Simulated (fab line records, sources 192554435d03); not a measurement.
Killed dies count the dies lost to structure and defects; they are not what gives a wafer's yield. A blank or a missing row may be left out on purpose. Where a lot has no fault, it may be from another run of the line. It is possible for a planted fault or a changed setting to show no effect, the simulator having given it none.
fab line records	flow n5-finfet
[record] lots = 7	wafers = 39
route steps=1938 shown BEOL_M0_SAQP@698 BEOL_M0_CUTY@701 BEOL_M7@1299 BEOL_M9@1405 BEOL_M11@1592 PASSIVATION@1916
start-h: start of the lot's first displayed wafer, in hours after the record's first day	wait-h: hours elapsed since this lot's preceding step	" unchanged from the row above	L1.1+2: a row that stands for several wafers	- no value present, or no start provided	* or withheld: withheld	< > ~ a bound
route shown NAME@n: names a module that has steps shown in the file, with the first one's number in the route	usual: mean and standard deviation over wafers with no fault	same: alike in all rows	chamber/n: place in a boat	sites: each site's reading	_std_site: the standard deviation of these	_edge_site: the outer-site mean with the inner-site mean subtracted	radius-mm: for every site, how far away it sits from the centre of the wafer	mask NAME#n: copy n	behind: the tool/chamber that last shaped the wafer	hold: why the lot went on hold/how many hours it stayed there/how the hold came to an end	device: transistor that didn't switch, given as n, p or np	end of line: the tests these same wafers got at the end of their route	where a step has no rows: the recipe by itself	killed: dies lost to structure and defects at the first sort, not the wafer's yield	map: a wafer's dies, x killed, . not, _ none there
set.NAME: the setting as run; set.NAME@STEP: as run at that earlier step	model.NAME: the simulator's own value behind a step, which no gauge read
lots with deliberately changed settings; one table per step, one row per wafer
[[steps]]
[step N5_BEOL_M0_SAQP_ALD_48]
[recipe] material = SiO2	target-thk-a = 200	temp-c = 100	ald-precursor-family = BDEAS	ald-co-reactant = O2-plasma	pulse-time-s = 1	co-reactant-pulse-time-s = 1	purge-time-s = 2	co-reactant-purge-time-s = 2	ald-cycles = 139	pressure-torr = 2
lot.wafer	tool	chamber	start-h	wait-h	set.ald-cycles	model.SiO2_of_BEOL_M0_SAQP_ALD_48.thk-nm
L076.1+2	ald-sin-04	0,1	121.62	0.0	112	16
L076.3+4+6	"	2,3,2	"	"	139	20
L076.5	"	1	"	"	112	16.2
L084.1+2+5	ald-sin-03	2,0,3	168.92	0.0	66	9.4
L084.3+4+6	"	3,1,2	"	"	139	19.8
L083.1+6	ald-sin-03	1	169.83	0.0	197	28.4
L083.2+3+4	"	0,2,3	"	"	139	20
L083.5	"	0	"	"	197	28.2
L089.1+2+6	ald-sin-02	1,3,1	205.52	0.0	139	20
L092.1+2+3+4+5+6	ald-sin-04	3,1,2,0,2,1	217.44	0.0	139	20
L093.1+3+4	ald-sin-02	1,3,0	230.44	0.1	139	20
L093.2+5+6	"	2,1,2	"	"	180	25.8
L094.1	ald-sin-03	1	235.60	0.0	139	19.8
L094.2+3+5+6	"	3,0,3,0	"	"	139	20
L094.4	"	2	"	"	139	20.2
[step N5_BEOL_M0_SAQP_ETCH_49]
[recipe] chemistry = CF4/O2	target-depth-a = 370	target = SiO2	pressure-mtorr = 40	source-w = 535	bias-w = 49	Ar_flow_sccm = 100	cf4-flow-sccm = 100	O2_flow_sccm = 10	ion-energy-ev = 100
lot.wafer	tool	chamber	start-h	wait-h	set.ald-cycles@BEOL_M0_SAQP_ALD_48	model.SiO2_of_BEOL_M0_SAQP_ALD_48.thk-nm
L076.1+5	rie-diel-04	0,1	122.14	0.3	112	11.4
L076.2	"	2	"	"	112	12.2
L076.3	"	1	"	"	139	13.8
L076.4	"	2	"	"	139	14.8
L076.6	"	0	"	"	139	14.2
L084.1	rie-diel-04	1	169.44	0.3	66	6.4
L084.2	"	0	"	"	66	6.8
L084.3	"	2	"	"	139	14.6
L084.4	"	3	"	"	139	15
L084.5	"	2	"	"	66	7.4
L084.6	"	1	"	"	139	13.8
L083.1	rie-diel-04	3	170.36	0.3	197	21.6
L083.2	"	2	"	"	139	14.8
L083.3	"	0	"	"	139	14.6
L083.4	"	1	"	"	139	14.4
L083.5	"	0	"	"	197	20.6
L083.6	"	3	"	"	197	21.2
L089.1+6	rie-diel-04	0	206.08	0.3	139	14.6
L089.2	"	1	"	"	139	14
L092.1	rie-diel-04	0	218.23	0.5	139	14.8
L092.2	"	1	"	"	139	14.4
L092.3+4	"	2,0	"	"	139	15
L092.5	"	1	"	"	139	14.2
L092.6	"	2	"	"	139	15.2
L093.1	rie-diel-03	2	230.98	0.3	139	14.8
L093.2	"	3	"	"	180	18.4
L093.3	"	1	"	"	139	14.6
L093.4	"	3	"	"	139	14
L093.5	"	1	"	"	180	18.8
L093.6	"	2	"	"	180	19
L094.1	rie-diel-01	3	236.25	0.4	139	13.2
L094.2+3+6	"	0,2,2	"	"	139	14
L094.4	"	1	"	"	139	14.4
L094.5	"	3	"	"	139	13.4
[step N5_BEOL_M0_SAQP_STRIP_75]
[recipe] chemistry = CF4	resist = SiARC	power-w = 300	bias-power-w = 75	pressure-mtorr = 50	cf4-flow-sccm = 150	rf-frequency-hz = 6e+07
[step N5_BEOL_M0_CUTY_COAT_50]
[recipe] resist = SiARC	temp-c = 220	time-s = 60	spin-rpm = 1500	resist-thk-nm = 15
[step N5_BEOL_M0_CUTY_DESCUM_61]
[recipe] chemistry = O2	time-s = 7.9	source-power-w = 50	bias-power-w = 20	pressure-mtorr = 20	rf-frequency-hz = 2.712e+07	temp-c = 40	resist = CAR-ArF-block	o2-flow-sccm = 225
[step N5_BEOL_M0_CUTY_ETCH_62]
[recipe] chemistry = CF4	target = SiARC	mask-material = CAR-ArF-block	time-s = 58.5	ion-energy-ev = 80	pressure-mtorr = 40	source-w = 545	bias-w = 36	Ar_flow_sccm = 100	cf4-flow-sccm = 100	ends = cleared
lot.wafer	tool	chamber	start-h	wait-h	set.ald-cycles@BEOL_M0_SAQP_ALD_48	model.SiO2_of_BEOL_M0_SAQP_ALD_48.thk-nm
L076.1	rie-diel-05	3	122.76	0.0	112	10.2
L076.2	"	0	"	"	112	10.8
L076.3	"	2	"	"	139	12.2
L076.4	"	2	"	"	139	13.2
L076.5	"	3	"	"	112	10
L076.6	"	0	"	"	139	12.6
L084.1	rie-diel-06	1	170.06	0.0	66	5.6
L084.2	"	0	"	"	66	6
L084.3	"	2	"	"	139	13
L084.4	"	0	"	"	139	13.4
L084.5	"	1	"	"	66	6.4
L084.6	"	2	"	"	139	12.4
L083.1	rie-diel-05	1	171.21	0.0	197	19.2
L083.2	"	0	"	"	139	13.2
L083.3	"	3	"	"	139	13
L083.4	"	2	"	"	139	12.8
L083.5	"	3	"	"	197	18.2
L083.6	"	2	"	"	197	18.8
L089.1	rie-diel-05	0	206.70	0.0	139	13
L089.2	"	3	"	"	139	12.4
L089.6	"	2	"	"	139	12.8
L092.1+3	rie-diel-06	0,2	218.85	0.0	139	13.2
L092.2	"	3	"	"	139	12.8
L092.4+6	"	1,0	"	"	139	13.4
L092.5	"	1	"	"	139	12.6
L093.1+3	rie-diel-06	3,0	231.47	0.0	139	13
L093.2	"	1	"	"	180	16.4
L093.4	"	2	"	"	139	12.4
L093.5	"	2	"	"	180	16.6
L093.6	"	1	"	"	180	16.8
L094.1	rie-diel-05	0	236.92	0.0	139	11.8
L094.2+3+6	"	2,3,1	"	"	139	12.4
L094.4	"	1	"	"	139	12.8
L094.5	"	2	"	"	139	12
[step N5_BEOL_M0_CUTY_ETCH_63]
[recipe] chemistry = N2/H2	target = SOC	target-depth-a = 827	overetch-a = 165	mask-material = SiARC	temp-c = 40	ion-energy-ev = 200	time-s = 124	pressure-mtorr = 30	source-w = 840	bias-w = 150	n2-flow-sccm = 200	h2-flow-sccm = 200
lot.wafer	tool	chamber	start-h	wait-h	set.ald-cycles@BEOL_M0_SAQP_ALD_48	model.SiO2_of_BEOL_M0_SAQP_ALD_48.thk-nm
L076.1	rie-diel-05	3	122.80	0.0	112	9.6
L076.2	"	0	"	"	112	10.2
L076.3	"	2	"	"	139	11.6
L076.4	"	2	"	"	139	12.4
L076.5	"	3	"	"	112	9.4
L076.6	"	0	"	"	139	11.8
L084.1	rie-diel-06	1	170.11	0.0	66	5.2
L084.2	"	0	"	"	66	5.6
L084.3	"	2	"	"	139	12.2
L084.4	"	0	"	"	139	12.6
L084.5	"	1	"	"	66	6.2
L084.6	"	2	"	"	139	11.6
L083.1	rie-diel-05	1	171.26	0.0	197	18
L083.2	"	0	"	"	139	12.4
L083.3	"	3	"	"	139	12.2
L083.4	"	2	"	"	139	12
L083.5	"	3	"	"	197	17.2
L083.6	"	2	"	"	197	17.8
L089.1	rie-diel-05	0	206.74	0.0	139	12.2
L089.2	"	3	"	"	139	11.6
L089.6	"	2	"	"	139	12
L092.1+3	rie-diel-06	0,2	218.90	0.0	139	12.4
L092.2+5	"	3,1	"	"	139	12
L092.4+6	"	1,0	"	"	139	12.6
L093.1+3	rie-diel-06	3,0	231.51	0.0	139	12.2
L093.2	"	1	"	"	180	15.4
L093.4	"	2	"	"	139	11.6
L093.5	"	2	"	"	180	15.6
L093.6	"	1	"	"	180	15.8
L094.1	rie-diel-05	0	236.96	0.0	139	11
L094.2+3	"	2,3	"	"	139	11.8
L094.4	"	1	"	"	139	12
L094.5	"	2	"	"	139	11.2
L094.6	"	1	"	"	139	11.6
[step N5_BEOL_M7_DESCUM_33]
[recipe] chemistry = O2	time-s = 7	source-power-w = 50	bias-power-w = 20	pressure-mtorr = 20	rf-frequency-hz = 2.712e+07	temp-c = 40	resist = CAR-EUV	o2-flow-sccm = 225
lot.wafer	tool	chamber	start-h	wait-h	set.time-s	model.CAR-EUV_of_BEOL_M7_COAT_22.thk-nm
L076.1+4	rie-diel-03	3,2	200.74	0.2	7	25.8
L076.2+3+5+6	"	0,1,1,0	"	"	7	26
L084.1+5+6	rie-diel-04	3	250.68	0.0	7	26
L084.2+3	"	3	"	"	5.494	26.8
L084.4	"	3	"	"	5.494	26.6
L083.1+4+6	rie-diel-01	0,1,3	251.23	0.5	7	26.2
L083.2	"	2	"	"	3.683	28
L083.3+5	"	3,2	"	"	3.683	27.8
L089.1	rie-diel-03	1	286.88	0.1	7	26.2
L089.2+6	"	0,1	"	"	7	26
L092.1+4	rie-diel-04	1,0	294.88	0.3	9.431	25
L092.2+5+6	"	3,1,2	"	"	7	26.2
L092.3	"	2	"	"	9.431	24.8
L093.1+2+3+4+5+6	rie-diel-04	2,1,3,0,0,3	307.34	0.2	7	26
L094.1	rie-diel-04	0	322.06	0.0	7	26
L094.2+3+6	"	1,2,2	"	"	8.96	25.2
L094.4+5	"	3,1	"	"	7	26.2
[step N5_BEOL_M7_ETCH_72]
[recipe] chemistry = N2/H2	target = underlayer	target-depth-a = 65	mask-material = CAR-EUV	time-s = 5.2	ion-energy-ev = 200	pressure-mtorr = 30	source-w = 840	bias-w = 150	n2-flow-sccm = 200	h2-flow-sccm = 200	ends = cleared
[step N5_BEOL_M7_ETCH_65]
[recipe] chemistry = CF4	target = SiARC	target-depth-a = 156	mask-material = CAR-EUV	time-s = 26	ion-energy-ev = 80	pressure-mtorr = 40	source-w = 545	bias-w = 36	Ar_flow_sccm = 100	cf4-flow-sccm = 100	ends = cleared
lot.wafer	tool	chamber	start-h	wait-h	set.time-s@BEOL_M7_DESCUM_33	model.BEOL_M7.cd-nm
L076.1+3+5	rie-diel-03	3,1,1	200.79	0.0	7	40
L076.2+4+6	"	0,2,0	"	"	7	40.2
L084.1+5	rie-diel-04	3	250.83	0.0	7	40.2
L084.2+3+4	"	3	"	"	5.494	39.8
L084.6	"	3	"	"	7	40
L083.1+4+6	rie-diel-01	0,1,3	251.29	0.0	7	40.2
L083.2+3+5	"	2,3,2	"	"	3.683	39.6
L089.1+2	rie-diel-03	1,0	286.94	0.0	7	39.8
L089.6	"	1	"	"	7	40
L092.1	rie-diel-04	1	294.93	0.0	9.431	40.4
L092.2+5+6	"	3,1,2	"	"	7	40
L092.3+4	"	2,0	"	"	9.431	40.2
L093.1+2+3+4+5+6	rie-diel-04	2,1,3,0,0,3	307.39	0.0	7	40
L094.1+4	rie-diel-04	0,3	322.11	0.0	7	40
L094.2+3+6	"	1,2,2	"	"	8.96	40.2
L094.5	"	1	"	"	7	40.2
[step N5_BEOL_M7_ETCH_66]
[recipe] chemistry = N2/H2	target = SOC	target-depth-a = 800	overetch-a = 160	mask-material = SiARC	temp-c = 40	time-s = 120	ion-energy-ev = 200	pressure-mtorr = 30	source-w = 840	bias-w = 150	n2-flow-sccm = 200	h2-flow-sccm = 200
lot.wafer	tool	chamber	start-h	wait-h	set.time-s@BEOL_M7_DESCUM_33	model.BEOL_M7.cd-nm
L076.1+4	rie-diel-03	3,2	200.82	0.0	7	40.2
L076.2+3+5+6	"	0,1,1,0	"	"	7	40
L084.1+5+6	rie-diel-04	3	250.92	0.1	7	40.2
L084.2+3	"	3	"	"	5.494	40
L084.4	"	3	"	"	5.494	39.8
L083.1+4+6	rie-diel-01	0,1,3	251.31	0.0	7	40.2
L083.2+5	"	2	"	"	3.683	39.8
L083.3	"	3	"	"	3.683	39.6
L089.1+6	rie-diel-03	1	286.96	0.0	7	39.8
L089.2	"	0	"	"	7	40
L092.1+3+4	rie-diel-04	1,2,0	294.96	0.0	9.431	40.4
L092.2+5+6	"	3,1,2	"	"	7	40.2
L093.1+2+3+4+5+6	rie-diel-04	2,1,3,0,0,3	307.42	0.0	7	40
L094.1+4	rie-diel-04	0,3	322.14	0.0	7	39.8
L094.2+6	"	1,2	"	"	8.96	40.2
L094.3	"	2	"	"	8.96	40
L094.5	"	1	"	"	7	40
[step N5_BEOL_M9_HM_DEP_02]
[recipe] material = TiN	target-thk-a = 200	temp-c = 25	chamber-pressure-pa = 0.49996
lot.wafer	tool	chamber	start-h	wait-h	set.target-thk-a	model.TiN_of_BEOL_M9_HM_DEP_02.thk-nm
L076.1+4+6	pvd-sputter-01	-	212.02	0.4	262.8	26.2
L076.2+5	"	-	"	"	200	20
L076.3	"	-	"	"	200	19.8
L083.1+6	pvd-sputter-03	-	262.15	0.0	200	20.2
L083.2	"	-	"	"	200	20
L083.3	"	-	"	"	146.9	14.6
L083.4+5	"	-	"	"	146.9	14.8
L084.1+2+3	pvd-sputter-03	-	263.95	0.6	287.1	29
L084.4+5+6	"	-	"	"	200	20.2
L089.1+2	pvd-sputter-03	-	301.74	1.8	200	20
L089.6	"	-	"	"	200	19.8
L092.1+5	pvd-sputter-01	-	310.18	0.8	312.7	31.2
L092.2+3	"	-	"	"	200	19.8
L092.4	"	-	"	"	200	19.6
L092.6	"	-	"	"	312.7	31
L093.1+4	pvd-sputter-03	-	322.19	2.3	200	20
L093.2+5	"	-	"	"	157.8	15.6
L093.3	"	-	"	"	157.8	15.8
L093.6	"	-	"	"	200	20.2
L094.1+5	pvd-sputter-01	-	333.88	2.0	200	20
L094.2+3+4	"	-	"	"	239.3	24
L094.6	"	-	"	"	200	20.2
[step N5_BEOL_M9_COAT_59]
[recipe] resist = SOC	temp-c = 250	time-s = 60	spin-rpm = 1500	resist-thk-nm = 100
[step N5_BEOL_M9_COAT_60]
[recipe] resist = SiARC	temp-c = 220	time-s = 60	spin-rpm = 1500	resist-thk-nm = 30
[step N5_BEOL_M9_STRIP_68]
[recipe] chemistry = N2/H2	temp-c = 40	n2-flow-sccm = 200	h2-flow-sccm = 200	rf-frequency-hz = 6e+07
[step N5_BEOL_M9_STRIP_67]
[recipe] chemistry = CF4	resist = SiARC	power-w = 300	bias-power-w = 75	pressure-mtorr = 50	cf4-flow-sccm = 150	rf-frequency-hz = 6e+07
[step N5_BEOL_M9_HM_OPEN_17]
[recipe] chemistry = Cl2/BCl3	target-depth-a = 200	overetch-a = 60	target = TiN	mask-material = SOC	ion-energy-ev = 150	pressure-mtorr = 10	icp-w = 1000	bias-w = 126	Cl2_flow_sccm = 53.25	bcl3-flow-sccm = 21.75	Ar_flow_sccm = 25
lot.wafer	tool	chamber	start-h	wait-h	set.target-thk-a@BEOL_M9_HM_DEP_02	model.etch.depth-nm
L076.1	rie-metal-02	0	212.89	0.0	262.8	26.11
L076.2+5	"	1,0	"	"	200	19.95
L076.3	"	0	"	"	200	19.88
L076.4	"	1	"	"	262.8	26.24
L076.6	"	1	"	"	262.8	26.17
L083.1	rie-metal-01	0	262.89	0.0	200	20.11
L083.2	"	1	"	"	200	20.03
L083.3	"	0	"	"	146.9	14.69
L083.4	"	1	"	"	146.9	14.84
L083.5	"	0	"	"	146.9	14.78
L083.6	"	1	"	"	200	20.16
L084.1	rie-metal-01	0	264.69	0.0	287.1	26.51
L084.2	"	1	"	"	287.1	26.34
L084.3	"	1	"	"	287.1	25.94
L084.4	"	0	"	"	200	20.3
L084.5	"	0	"	"	200	20.28
L084.6	"	1	"	"	200	20.15
L089.1	rie-metal-03	0	302.59	0.0	200	20.01
L089.2	"	1	"	"	200	20.08
L089.6	"	0	"	"	200	19.76
L092.1	rie-metal-03	0	312.19	0.0	312.7	25.62
L092.2	"	1	"	"	200	19.77
L092.3	"	0	"	"	200	19.71
L092.4	"	1	"	"	200	19.66
L092.5	"	1	"	"	312.7	26.32
L092.6	"	0	"	"	312.7	25.78
L093.1	rie-metal-01	0	323.05	0.0	200	20.02
L093.2	"	1	"	"	157.8	15.59
L093.3	"	0	"	"	157.8	15.82
L093.4	"	1	"	"	200	20.05
L093.5	"	0	"	"	157.8	15.61
L093.6	"	1	"	"	200	20.17
L094.1	rie-metal-01	1	334.61	0.0	200	20.03
L094.2	"	0	"	"	239.3	24.01
L094.3	"	1	"	"	239.3	23.96
L094.4	"	0	"	"	239.3	24.09
L094.5	"	0	"	"	200	19.98
L094.6	"	1	"	"	200	20.24
[step N5_BEOL_M9_STRIP_19]
[recipe] chemistry = O2	power-w = 400	temp-c = 40	pressure-mtorr = 30	rf-frequency-hz = 6e+07	bias-power-w = 0	overash-fraction = 0.2	o2-flow-sccm = 225
[step N5_BEOL_M9_ETCH_41]
[recipe] chemistry = CH3F/O2	target = SiCN	target-depth-a = 366	taper-deg = 2	time-s = 70.1	ion-energy-ev = 120	mask-material = TiN	pressure-mtorr = 30	source-w = 395	bias-w = 75	Ar_flow_sccm = 150	CH3F_flow_sccm = 30	O2_flow_sccm = 20
[step N5_BEOL_M9_STRIP_80]
[recipe] chemistry = N2/H2	time-s = 10	power-w = 450	temp-c = 40	pressure-mtorr = 20	rf-frequency-hz = 6e+07	bias-power-w = 7	n2-flow-sccm = 200	h2-flow-sccm = 200
[step N5_BEOL_M9_OCD_MEAS_38]
[usual] trench-depth-nm = 151.8/2.4
lot.wafer	tool	chamber	start-h	wait-h	set.target-thk-a@BEOL_M9_HM_DEP_02	trench-depth-nm
L076.1	ocd-01	-	214.20	-	262.8	150.2
L076.2	"	-	"	"	200	149.5
L076.3	"	-	"	"	200	148.4
L076.4	"	-	"	"	262.8	150.1
L076.5	"	-	"	"	200	149.0
L076.6	"	-	"	"	262.8	148.5
L083.1	ocd-01	-	263.95	-	200	154.8
L083.2	"	-	"	"	200	150.9
L083.3	"	-	"	"	146.9	152.1
L083.4	"	-	"	"	146.9	151.1
L083.5	"	-	"	"	146.9	152.3
L083.6	"	-	"	"	200	151.9
L084.1	ocd-02	-	266.01	-	287.1	75.4
L084.2	"	-	"	"	287.1	71.6
L084.3	"	-	"	"	287.1	44.6
L084.4	"	-	"	"	200	153.6
L084.5	"	-	"	"	200	152.8
L084.6	"	-	"	"	200	151.6
L089.1	ocd-02	-	305.01	-	200	155.6
L089.2	"	-	"	"	200	152.6
L089.6	"	-	"	"	200	152.3
L092.1	ocd-01	-	316.17	-	312.7	0.5
L092.2	"	-	"	"	200	150.8
L092.3	"	-	"	"	200	152.0
L092.4	"	-	"	"	200	151.9
L092.5	"	-	"	"	312.7	1.1
L092.6	"	-	"	"	312.7	1.1
L093.1	ocd-02	-	325.92	-	200	148.5
L093.2	"	-	"	"	157.8	153.5
L093.3	"	-	"	"	157.8	150.8
L093.4	"	-	"	"	200	150.5
L093.5	"	-	"	"	157.8	153.0
L093.6	"	-	"	"	200	150.1
L094.1	ocd-01	-	337.10	-	200	152.9
L094.2	"	-	"	"	239.3	154.9
L094.3	"	-	"	"	239.3	152.5
L094.4	"	-	"	"	239.3	151.0
L094.5	"	-	"	"	200	151.3
L094.6	"	-	"	"	200	151.6
[step N5_BEOL_M11_CVD_75]
[recipe] material = Co	target-thk-a = 20	temp-c = withheld	precursor = CCTBA/H2	pressure-torr = 30	time-s = 138.9
lot.wafer	tool	chamber	start-h	wait-h	set.target-thk-a	model.Co_of_BEOL_M11_CVD_75.thk-nm
L076.1+3+5+6	cvd-co-01	1,2,2,1	232.47	0.1	20	2.2
L076.2	"	0	"	"	20	2
L076.4	"	0	"	"	20	1.8
L083.1+2+3+4+5+6	cvd-co-01	1,0,2,1,2,0	282.21	0.0	20	2
L084.1+3+4+6	cvd-co-01	0,1,0,2	282.57	0.2	20	2
L084.2+5	"	2,1	"	"	20	2.2
L089.1+2	cvd-co-02	0,1	327.23	0.0	20	2
L089.6	"	1	"	"	20	2.2
L092.1	cvd-co-02	0	335.32	0.3	20	2.4
L092.2+3+5+6	"	2,1,1,0	"	"	20	2.2
L092.4	"	2	"	"	20	2
L093.1+2	cvd-co-01	0,2	345.40	0.0	20	2.2
L093.3+5	"	2,0	"	"	26.57	2.8
L093.4	"	0	"	"	20	2
L093.6	"	2	"	"	26.57	3
L094.1	cvd-co-02	1	358.24	0.1	20	2.2
L094.2+5	"	0,2	"	"	20	2
L094.3+4+6	"	2,0,1	"	"	13.41	1.4
[step N5_PASSIVATION_PECVD_35]
[recipe] material = SiNx	target-thk-a = 7000	temp-c = 400	precursor = SiH4/NH3/N2	pressure-torr = 4.9	rf-w = 1406	time-s = 151.3
lot.wafer	tool	chamber	start-h	wait-h	set.time-s	model.SiNx_of_PASSIVATION_PECVD_35.thk-nm
L076.1	pecvd-04	2	271.51	0.1	151.3	694.8
L076.2	"	1	"	"	151.3	687.4
L076.3	"	0	"	"	151.3	691
L076.4	"	1	"	"	151.3	702.8
L076.5	"	0	"	"	151.3	704.6
L076.6	"	2	"	"	151.3	702.4
L083.1	pecvd-01	2	320.74	0.1	151.3	704
L083.2	"	1	"	"	151.3	696.4
L083.3	"	2	"	"	151.3	705
L083.4	"	1	"	"	151.3	705.4
L083.5	"	2	"	"	151.3	711.4
L083.6	"	1	"	"	151.3	709
L084.1	pecvd-01	0	332.58	0.1	151.3	703.2
L084.2	"	2	"	"	151.3	701
L084.3	"	1	"	"	128.2	594.4
L084.4	"	0	"	"	151.3	715.4
L084.5	"	2	"	"	128.2	597.8
L084.6	"	1	"	"	128.2	604.4
L089.1	pecvd-04	0	364.45	0.1	151.3	693.4
L089.2	"	2	"	"	151.3	687.8
L089.6	"	0	"	"	151.3	701.6
L092.1	pecvd-04	0	370.89	0.1	151.3	702.4
L092.2	"	2	"	"	151.3	702
L092.3	"	1	"	"	151.3	690.4
L092.4	"	2	"	"	151.3	709.2
L092.5	"	1	"	"	151.3	699
L092.6	"	0	"	"	151.3	711.8
L093.1	pecvd-03	0	383.75	0.1	151.3	695.8
L093.2	"	2	"	"	94.6	441
L093.3	"	1	"	"	94.6	436
L093.4	"	2	"	"	94.6	451.8
L093.5	"	1	"	"	151.3	697.6
L093.6	"	0	"	"	151.3	711.2
L094.1	pecvd-03	2	387.91	0.1	115.3	527
L094.2	"	0	"	"	151.3	693.2
L094.3	"	1	"	"	115.3	522.6
L094.4	"	2	"	"	151.3	705.2
L094.5	"	0	"	"	115.3	536.4
L094.6	"	1	"	"	151.3	698.8
[[key]]
[split] step = N5_BEOL_M0_SAQP_ALD_48	setting = ald-cycles	stated = 139	by = wafer
[response] step = N5_BEOL_M0_SAQP_ALD_48	reading = model.SiO2_of_BEOL_M0_SAQP_ALD_48.thk-nm	change = +0.199	per = 1%	r = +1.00
[response] step = N5_BEOL_M0_SAQP_ETCH_49	reading = model.SiO2_of_BEOL_M0_SAQP_ALD_48.thk-nm	change = +0.148	per = 1%	r = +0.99
[response] step = N5_BEOL_M0_CUTY_ETCH_62	reading = model.SiO2_of_BEOL_M0_SAQP_ALD_48.thk-nm	change = +0.132	per = 1%	r = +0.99
[response] step = N5_BEOL_M0_CUTY_ETCH_63	reading = model.SiO2_of_BEOL_M0_SAQP_ALD_48.thk-nm	change = +0.125	per = 1%	r = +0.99
[split] step = N5_BEOL_M7_DESCUM_33	setting = time-s	stated = 7	by = wafer
[response] step = N5_BEOL_M7_DESCUM_33	reading = model.CAR-EUV_of_BEOL_M7_COAT_22.thk-nm	change = -0.0351	per = 1%	r = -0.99
[response] step = N5_BEOL_M7_ETCH_65	reading = model.BEOL_M7.cd-nm	change = +0.0103	per = 1%	r = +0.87
[response] step = N5_BEOL_M7_ETCH_66	reading = model.BEOL_M7.cd-nm	change = +0.009	per = 1%	r = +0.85
[split] step = N5_BEOL_M9_HM_DEP_02	setting = target-thk-a	stated = 200	by = wafer
[response] step = N5_BEOL_M9_HM_DEP_02	reading = model.TiN_of_BEOL_M9_HM_DEP_02.thk-nm	change = +0.202	per = 1%	r = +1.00
[response] step = N5_BEOL_M9_HM_OPEN_17	reading = model.etch.depth-nm	change = +0.147	per = 1%	r = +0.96
[response] step = N5_BEOL_M9_OCD_MEAS_38	reading = trench-depth-nm	shape = bent	at-lowest = 151.8	at-stated = 151.5	at-highest = 0.9
[split] step = N5_BEOL_M11_CVD_75	setting = target-thk-a	stated = 20	by = wafer
[response] step = N5_BEOL_M11_CVD_75	reading = model.Co_of_BEOL_M11_CVD_75.thk-nm	change = +0.0213	per = 1%	r = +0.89
[split] step = N5_PASSIVATION_PECVD_35	setting = time-s	stated = 151.3	by = wafer
[response] step = N5_PASSIVATION_PECVD_35	reading = model.SiNx_of_PASSIVATION_PECVD_35.thk-nm	change = +6.98	per = 1%	r = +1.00
